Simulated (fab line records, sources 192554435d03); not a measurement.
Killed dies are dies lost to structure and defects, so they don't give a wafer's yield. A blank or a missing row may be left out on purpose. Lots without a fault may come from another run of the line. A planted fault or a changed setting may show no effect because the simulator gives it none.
fab line records | flow n5_finfet
record lots=9 wafers=27 last_day=21
route steps=1938 shown FIN_SAQP@141 FIN_CUT@169 BEOL_M4@1111 PASSIVATION@1936
lots that met no fault: from a run of the same line without faults
start_h: hours from the record's first day to the start of the lot's first wafer shown | wait_h: hours since the lot's step before | " the same as in the row above | L1.1+2: a row that stands for several wafers | - no value, or no start given | * or withheld: withheld | < > ~ a bound
route shown NAME@n: a module of which the file shows steps, and the number in the route of the first | usual: mean/standard deviation of fault-free wafers | same: alike in all rows | chamber/n: place in a boat | sites: the reading at each site | _std_site: their standard deviation | _edge_site: outer sites' mean less inner sites' | radius_mm: how far each site lies from the wafer's centre | mask NAME#n: copy n | behind: the tool/chamber that last shaped the wafer | hold: why the lot was held/for how many hours/how that ended | device: the transistor (n, p or np) that didn't switch | end of line: the same wafers' tests at the end of the route | a step without rows: its recipe alone | killed: dies lost to structure and defects at the first sort, not the wafer's yield | map: a wafer's dies, x killed, . not, _ none there
set.NAME: the setting as run; set.NAME@STEP: as run at that earlier step | model.NAME: the simulator's own value behind a step, which no gauge read
steps of the route over a sample of lots; a table a step, a row a wafer
services: from which hour (start_h, from the record's first day; less than 0 if before it) a tool's chamber was out of use, for how many hours, and why
## steps
# step N5_FIN_SAQP_CD_MEAS_31
# recipe target_cd_nm=8 landing_energy_ev=1000 detector=se_inlens polarity=line
# usual cd_nm=8.16/0.23
# columns lot.wafer tool chamber start_h wait_h cd_nm
L361.3 cd_sem-01 0 27.61 0.1 8.09
L361.4 " 0 " " 8.18
L361.5 " 0 " " 8.31
L363.2 cd_sem-03 0 37.59 0.1 8.48
L363.5 " 0 " " 8.21
L363.6 " 0 " " 8.57
L368.1 cd_sem-02 0 69.00 0.1 8.31
L368.2 " 0 " " 8.31
L368.6 " 0 " " 8.16
L374.1 cd_sem-03 0 106.21 0.1 8.29
L374.2 " 0 " " 8.07
L374.6 " 0 " " 7.95
L375.1 cd_sem-01 0 109.68 0.1 7.99
L375.5 " 0 " " 7.93
L375.6 " 0 " " 7.78
L380.1 cd_sem-02 0 139.32 0.1 8.13
L380.3 " 0 " " 8.17
L380.6 " 0 " " 7.92
L381.1 cd_sem-03 0 146.63 0.1 8.50
L381.3 " 0 " " 7.98
L381.4 " 0 " " 8.06
L383.1 cd_sem-01 0 158.41 0.1 8.06
L383.5 " 0 " " 8.09
L383.6 " 0 " " 7.96
L384.2 cd_sem-01 0 164.16 0.1 7.53
L384.3 " 0 " " 7.92
L384.6 " 0 " " 7.86
# step N5_FIN_SAQP_ETCH_64
# recipe chemistry=CF4 target=SiO2 target_depth_a=15 ion_energy_ev=350 pressure_mtorr=10 icp_w=800 bias_w=400 cf4_flow_sccm=80
# usual bias_w=400.0/1.3 drypump_motor_current_A=5.9/0.46 oes_product_au=1.00/0.035 rf_fwd_power_W=785/4.4 throttle_valve_pct=21.76/0.16
# columns lot.wafer tool chamber start_h wait_h bias_w drypump_motor_current_A oes_product_au rf_fwd_power_W rf_hours_counter_h throttle_valve_pct
L361.3 rie_si-03 1 27.92 0.0 400.5 5.5 1.02 779 2 21.95
L361.4 " 3 " " 401.8 5.3 1.00 782 121 21.82
L361.5 " 0 " " 400.4 6.8 0.99 789 - 21.73
L363.2 rie_si-02 2 37.90 0.0 401.8 5.8 1.00 782 1 21.59
L363.5 " 3 " " 402.3 5.4 1.04 783 - 21.65
L363.6 " 2 " " 399.3 5.8 1.00 785 - 21.59
L368.1 rie_si-02 1 69.32 0.0 401.6 6.0 0.99 784 66 21.89
L368.2 " 0 " " 401.0 6.2 1.02 783 119 21.80
L368.6 " 3 " " 402.1 5.4 1.06 778 - 21.65
L374.1 rie_si-01 2 106.52 0.0 396.6 6.1 0.98 779 63 21.64
L374.2 " 0 " " 400.3 5.8 0.98 787 149 21.65
L374.6 " 0 " " 401.3 5.9 0.98 791 - 21.64
L375.1 rie_si-02 2 110.00 0.0 399.7 5.8 1.02 782 2 21.60
L375.5 " 0 " " 401.7 6.2 1.01 784 - 21.80
L375.6 " 1 " " 400.1 6.0 1.00 785 - 21.92
L380.1 rie_si-03 0 139.71 0.0 400.5 6.8 1.00 790 10 21.71
L380.3 " 2 " " 402.1 5.8 0.93 788 70 21.59
L380.6 " 3 " " 399.3 5.3 1.00 786 - 21.82
L381.1 rie_si-03 2 147.04 0.1 402.0 5.8 0.93 789 70 21.59
L381.3 " 0 " " 399.2 6.8 1.01 790 10 21.74
L381.4 " 1 " " 400.8 5.4 1.01 782 4 21.94
L383.1 rie_si-03 1 158.73 0.0 401.7 5.4 1.02 782 4 21.94
L383.5 " 3 " " 400.9 5.3 0.99 781 - 21.82
L383.6 " 2 " " 400.8 5.7 0.93 793 - 21.59
L384.2 rie_si-03 3 164.58 0.0 399.9 5.3 0.99 786 124 21.82
L384.3 " 2 " " 400.5 5.8 0.93 791 70 21.60
L384.6 " 3 " " 398.2 5.3 0.99 788 - 21.80
# step N5_FIN_SAQP_INSPECT_40
# recipe inspect_instrument=brightfield mode=aei
# usual raw_defect_count=236/68
# columns lot.wafer tool chamber start_h wait_h raw_defect_count
L361.3 defect_inspect-01 - 28.19 0.0 220
L361.4 " - " " 208
L361.5 " - " " 225
L363.2 defect_inspect-02 - 38.17 0.0 446
L363.5 " - " " 193
L363.6 " - " " 217
L368.1 defect_inspect-02 - 69.59 0.0 191
L368.2 " - " " 179
L368.6 " - " " 167
L374.1 defect_inspect-01 - 106.79 0.0 185
L374.2 " - " " 230
L374.6 " - " " 262
L375.1 defect_inspect-02 - 110.27 0.0 125
L375.5 " - " " 172
L375.6 " - " " 150
L380.1 defect_inspect-02 - 139.98 0.0 285
L380.3 " - " " 309
L380.6 " - " " 257
L381.1 defect_inspect-01 - 147.33 0.0 203
L381.3 " - " " 307
L381.4 " - " " 336
L383.1 defect_inspect-02 - 159.00 0.0 147
L383.5 " - " " 220
L383.6 " - " " 232
L384.2 defect_inspect-01 - 164.85 0.0 182
L384.3 " - " " 227
L384.6 " - " " 213
# step N5_FIN_CUT_ETCH_21
# recipe chemistry=N2/H2 target=SOC target_depth_a=2190 overetch_a=438 mask_material=SiARC temp_c=40 ion_energy_ev=100 bias_w=61 time_s=523.5 pressure_mtorr=30 source_w=850 n2_flow_sccm=200 h2_flow_sccm=200
# usual bias_w=60.98/0.18 drypump_motor_current_A=5.7/0.37 oes_product_au=0.70/0.058 rf_fwd_power_W=848.9/2.6 rf_vpp_V=240.5/1.5 showerhead_plenum_p_Torr=2.52/0.093 throttle_valve_pct=17.8/0.32
# columns lot.wafer tool chamber start_h wait_h bias_w drypump_motor_current_A oes_product_au rf_fwd_power_W rf_hours_counter_h rf_vpp_V showerhead_plenum_p_Torr throttle_valve_pct
L361.3 rie_diel-06 1 28.83 0.0 61.04 5.6 0.75 845.3 97 241.1 2.43 17.9
L361.4 " 3 " " 61.14 5.4 0.64 851.3 219 238.2 2.42 18.4
L361.5 " 2 " " 60.95 5.8 0.70 852.1 - 242.4 2.66 17.3
L363.2 rie_diel-06 0 38.81 0.0 60.75 5.7 0.65 848.8 230 242.1 2.50 17.7
L363.5 " 3 " " 61.04 5.4 0.64 845.1 - 239.3 2.42 18.4
L363.6 " 0 " " 61.06 5.7 0.66 852.3 - 240.0 2.50 17.7
L368.1 rie_diel-03 3 70.23 0.0 61.03 6.5 0.73 850.1 102 240.5 2.55 17.6
L368.2 " 2 " " 60.85 6.0 0.68 843.7 162 238.6 2.43 17.5
L368.6 " 0 " " 60.95 5.3 0.64 847.1 - 240.5 2.50 18.0
L374.1 rie_diel-03 2 107.31 0.0 60.99 6.0 0.67 850.8 168 238.9 2.43 17.5
L374.2 " 0 " " 61.14 5.2 0.63 843.6 221 240.4 2.50 18.1
L374.6 " 2 " " 61.09 6.0 0.67 854.4 - 239.8 2.43 17.5
L375.1 rie_diel-03 1 110.91 0.0 60.81 5.9 0.68 850.0 193 243.3 2.63 17.8
L375.5 " 2 " " 61.28 6.0 0.68 849.0 - 237.5 2.43 17.5
L375.6 " 1 " " 61.19 5.9 0.68 850.0 - 241.2 2.63 17.8
L380.1 rie_diel-03 3 140.68 0.0 60.94 6.5 0.72 847.4 115 240.4 2.55 17.6
L380.3 " 2 " " 60.91 6.0 0.67 849.1 173 239.8 2.43 17.5
L380.6 " 1 " " 60.93 5.9 0.68 853.0 - 242.2 2.63 17.8
L381.1 rie_diel-06 3 148.10 0.0 60.61 5.4 0.63 850.0 242 239.4 2.41 18.5
L381.3 " 0 " " 61.07 5.7 0.65 852.2 249 240.9 2.49 17.7
L381.4 " 2 " " 61.20 5.8 0.69 850.4 153 241.5 2.65 17.4
L383.1 rie_diel-06 3 159.63 0.0 61.09 5.4 0.62 847.8 246 240.2 2.41 18.4
L383.5 " 2 " " 60.96 5.8 0.68 847.7 - 242.3 2.64 17.4
L383.6 " 3 " " 61.12 5.4 0.62 850.7 - 239.0 2.41 18.4
L384.2 rie_diel-02 1 165.56 0.0 60.98 4.8 0.70 846.6 147 240.6 2.54 18.0
L384.3 " 2 " " 61.18 5.8 0.66 845.7 179 238.1 2.44 18.1
L384.6 " 2 " " 61.00 5.9 0.67 847.7 - 238.8 2.44 18.1
# step N5_FIN_CUT_INSPECT_17
# recipe inspect_instrument=brightfield mode=aei
# usual raw_defect_count=240/68
# columns lot.wafer tool chamber start_h wait_h raw_defect_count
L361.3 defect_inspect-01 - 29.66 0.0 230
L361.4 " - " " 236
L361.5 " - " " 234
L363.2 defect_inspect-02 - 39.64 0.0 449
L363.5 " - " " 196
L363.6 " - " " 229
L368.1 defect_inspect-02 - 71.05 0.0 186
L368.2 " - " " 189
L368.6 " - " " 159
L374.1 defect_inspect-01 - 108.13 0.0 205
L374.2 " - " " 240
L374.6 " - " " 269
L375.1 defect_inspect-02 - 111.73 0.0 626
L375.5 " - " " 742
L375.6 " - " " 649
L380.1 defect_inspect-01 - 141.56 0.0 794
L380.3 " - " " 833
L380.6 " - " " 767
L381.1 defect_inspect-01 - 148.92 0.0 195
L381.3 " - " " 295
L381.4 " - " " 330
L383.1 defect_inspect-01 - 160.48 0.0 162
L383.5 " - " " 251
L383.6 " - " " 251
L384.2 defect_inspect-01 - 166.38 0.0 188
L384.3 " - " " 244
L384.6 " - " " 208
# step N5_BEOL_M4_RC_MEAS_101
# usual DIBL_N=37.7/2 DIBL_P=37.7/2.3 IOFF_N=0.18/0.039 IOFF_P=0.23/0.042 ION_N=681/12 ION_P=463/8 SS_N=71.9/0.68 SS_P=73.6/0.71 VT_N=248/3.2 VT_P=-249/3.1
# columns lot.wafer tool chamber start_h wait_h DIBL_N[mV/V] DIBL_P[mV/V] IOFF_N[nA/um] IOFF_P[nA/um] ION_N[uA/um] ION_P[uA/um] SS_N[mV/dec] SS_P[mV/dec] VT_N[mV] VT_P[mV]
L363.2 prober-02 0 265.07 0.2 42.7 41.4 0.26 0.31 704 480 73.3 74.6 244 -245
L363.5 " 0 " " 36.7 34.8 0.13 0.18 672 465 71.3 72.9 254 -254
L363.6 " 0 " " 42.0 40.6 0.25 0.30 707 482 72.9 74.4 245 -247
L361.3 prober-01 0 271.29 0.3 36.6 36.6 0.17 0.24 669 464 72.1 72.7 249 -245
L361.4 " 0 " " 38.5 38.0 0.20 0.25 675 460 72.3 73.1 248 -243
L361.5 " 0 " " 40.1 42.1 0.26 0.36 688 471 72.8 73.9 243 -241
L368.1 prober-01 0 298.57 0.0 40.2 40.8 0.22 0.27 673 456 72.8 74.5 246 -248
L368.2 " 0 " " 39.1 39.3 0.21 0.24 687 465 72.5 73.8 247 -248
L368.6 " 0 " " 38.9 38.2 0.19 0.22 662 449 71.9 73.5 251 -251
L375.1 prober-01 0 349.73 0.0 37.2 37.6 0.19 0.24 686 466 71.4 74.4 245 -249
L375.5 " 0 " " 35.0 35.0 0.15 0.20 691 476 70.9 72.8 248 -250
L375.6 " 0 " " 41.1 41.9 0.26 0.31 679 465 72.4 74.6 243 -243
L374.1 prober-01 0 353.43 0.0 34.6 35.0 0.14 0.19 668 461 70.6 73.0 249 -250
L374.2 " 0 " " 36.4 37.2 0.16 0.22 673 461 71.1 73.6 251 -251
L374.6 " 0 " " 39.1 40.1 0.21 0.27 685 458 72.7 73.4 247 -248
L380.1 prober-01 0 377.85 0.0 34.1 34.3 0.12 0.17 674 463 69.5 72.7 253 -252
L380.3 " 0 " " 38.2 38.9 0.19 0.24 685 466 71.8 73.5 246 -248
L380.6 " 0 " " 33.5 32.8 0.11 0.16 674 461 70.6 72.8 254 -255
L381.1 prober-01 0 385.68 0.0 38.0 40.6 0.18 0.23 686 471 72.0 73.7 247 -252
L381.3 " 0 " " 33.6 34.2 0.11 0.14 645 444 71.2 71.8 256 -253
L381.4 " 0 " " 35.8 36.5 0.15 0.17 675 454 71.7 73.3 251 -256
L383.1 prober-02 0 389.10 0.0 39.4 38.3 0.22 0.26 685 469 73.2 73.9 245 -247
L383.5 " 0 " " 36.0 34.0 0.17 0.19 680 459 71.6 72.8 249 -251
L383.6 " 0 " " 38.5 39.8 0.22 0.30 688 471 71.4 73.6 244 -246
L384.2 prober-02 0 402.43 0.2 36.5 36.5 0.16 0.26 662 460 71.5 73.6 250 -245
L384.3 " 0 " " 33.3 31.9 0.12 0.17 680 463 70.8 73.0 248 -251
L384.6 " 0 " " 36.9 37.3 0.19 0.26 686 475 72.2 74.0 248 -246
# step N5_PASSIVATION_PROBE_49
# usual defect_limited_yield=91.1/1.4 killed_at_M0_to_M3=34/9.6 killed_at_M4_up=15/5.3 killed_at_contacts=12/6.1 killed_at_front_end=40/11 killed_at_other=3.5/2.8 killed_dies=105/17 killed_open=70/12 killed_short=34/7.7 sort_bin_4_leakage=0.01/0.07 sort_bin_5_function=5.2/0.97 sort_bin_6_memory=3.4/0.62 sort_bin_8_speed=0.00/0.023 sort_n_pass=1075/17 sort_yield_pct=91.1/1.4
# same gross_dies=1180 killed_at_back_side=0
# columns lot.wafer tool chamber start_h wait_h defect_limited_yield[%] killed_at_M0_to_M3 killed_at_M4_up killed_at_contacts killed_at_front_end killed_at_other killed_dies killed_open killed_short sort_bin_4_leakage[%] sort_bin_5_function[%] sort_bin_6_memory[%] sort_bin_8_speed[%] sort_n_pass sort_yield_pct[%]
L375.1 prober-02 - 462.14 0.0 79.6 28 16 4 193 0 241 58 33 0 12.0 4.5 0 939 79.6
L375.5 prober-02 - 462.34 0.2 78.3 41 29 7 177 2 256 110 36 0 13.9 5.6 0 924 78.3
L375.6 prober-02 - 462.39 0.3 82.3 32 22 6 149 0 209 67 25 0.08 12.4 3.0 0 970 82.2
L380.1 prober-01 - 480.34 0.0 85.0 35 7 16 117 2 177 53 42 0 9.4 3.5 0 1003 85.0
L380.3 prober-01 - 480.44 0.1 81.3 40 11 10 158 2 221 77 38 0 10.5 5.8 0 959 81.3
L380.6 prober-01 - 480.59 0.3 79.2 35 15 16 177 3 246 82 38 0 13.4 5.2 0 934 79.2
# killed by level:class
L375.1 FIN_CUT:unspecified=128 HKMG_FIN:area_etch=21 FIN_SAQP:geometric_particle:open=14 STI_FIN_REVEAL:geometric_particle:open=8 FIN_SAQP:geometric_particle:short=6 BEOL_M0_SAQP:geometric_particle:open=6 BEOL_M4:geometric_particle:open=6 BEOL_M2:geometric_particle:open=5
L375.5 FIN_CUT:unspecified=109 STI_FIN_REVEAL:geometric_particle:open=31 BEOL_M4:geometric_particle:open=16 BEOL_M3:geometric_particle:open=15 FIN_SAQP:geometric_particle:open=11 STI_FIN_REVEAL:geometric_particle:short=10 MOL_CONTACT_COAG:geometric_particle:open=6 BEOL_M1:geometric_particle:open=6
L375.6 FIN_CUT:unspecified=112 STI_FIN_REVEAL:geometric_particle:open=13 BEOL_M3:geometric_particle:open=11 BEOL_M4:geometric_particle:open=10 BEOL_M3:geometric_particle:short=6 FIN_SAQP:geometric_particle:short=5 MOL_CONTACT_COAG:geometric_particle:open=5 BEOL_M0_SAQP:geometric_particle:short=5
L380.1 FIN_CUT:unspecified=80 MOL_CONTACT_COAG:geometric_particle:open=13 FIN_SAQP:geometric_particle:short=11 BEOL_M2:geometric_particle:open=11 BEOL_M0_SAQP:geometric_particle:short=9 FIN_SAQP:geometric_particle:open=5 DUMMY_GATE:geometric_particle:open=5 GATE_CUT:geometric_particle:short=5
L380.3 FIN_CUT:unspecified=106 STI_FIN_REVEAL:geometric_particle:open=13 BEOL_M2:geometric_particle:open=12 MOL_CONTACT_COAG:geometric_particle:open=10 FIN_SAQP:geometric_particle:short=9 BEOL_M0_SAQP:geometric_particle:short=8 FIN_SAQP:geometric_particle:open=7 BEOL_M0_SAQP:geometric_particle:open=7
L380.6 FIN_CUT:unspecified=125 FIN_SAQP:geometric_particle:open=17 FIN_SAQP:geometric_particle:short=14 MOL_CONTACT_COAG:geometric_particle:open=12 BEOL_M0_SAQP:geometric_particle:open=10 BEOL_M2:geometric_particle:open=9 STARTING-WAFER:geometric_particle:open=6 MOL_CONTACT_COAG:geometric_particle:short=4
## services
# columns tool chamber start_h hours kind
rie_si-02 2 9.28 5.8 repair
rie_diel-03 1 9.83 1.7 repair
rie_diel-02 3 10.95 - clean
rie_diel-02 3 10.95 - consumable_replace:focus_ring
rie_diel-02 3 10.95 - consumable_replace:showerhead
rie_diel-02 3 10.95 26.4 scheduled_down
rie_diel-02 3 10.95 26.4 vent_cycle
rie_diel-03 - 28.37 2.8 pm
rie_diel-06 2 43.11 2.8 repair
rie_diel-02 - 48.24 1.3 repair
rie_si-03 1 72.40 7.9 repair
rie_diel-02 1 82.56 4.2 repair
rie_diel-06 - 82.88 0.7 repair
rie_si-02 3 113.66 15.8 repair
rie_diel-03 2 118.77 6.3 repair
rie_si-03 1 133.48 3.0 repair
rie_si-02 - 148.65 0.1 repair
rie_diel-06 0 152.53 - clean
rie_diel-06 0 152.53 - consumable_replace:focus_ring
rie_diel-06 0 152.53 21.1 scheduled_down
rie_diel-06 0 152.53 21.1 vent_cycle
rie_si-02 0 154.09 8.8 repair
## key
first_sign step=N5_FIN_CUT_INSPECT_17 reading=raw_defect_count direction=up sigmas=7.3 usual=240 struck=735
effect step=N5_PASSIVATION_PROBE_49 reading=killed_at_front_end direction=up sigmas=11 usual=40 struck=162
more_kills_born_at N5_FIN_CUT_ETCH_21@rie_diel-03=660
met_at N5_FIN_CUT_ETCH_21
struck_lots L375,L380
baseline_loss step=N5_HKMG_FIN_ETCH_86 wafers=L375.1
not_acting_at N5_FIN_SAQP_CD_MEAS_31,N5_FIN_SAQP_ETCH_64,N5_FIN_SAQP_INSPECT_40
onset_between 107.31 110.91
fault kind=chamber_particle_source tool=rie_diel-03 chamber=- onset_h=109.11 steps=N5_FIN_CUT_ETCH_21 rate_per_visit_cm2=0.7848 end_h=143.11
# baseline_loss: these wafers lose ten dies or more at that step, a loss of the line's own and not of a fault; the sort's usual values leave them out
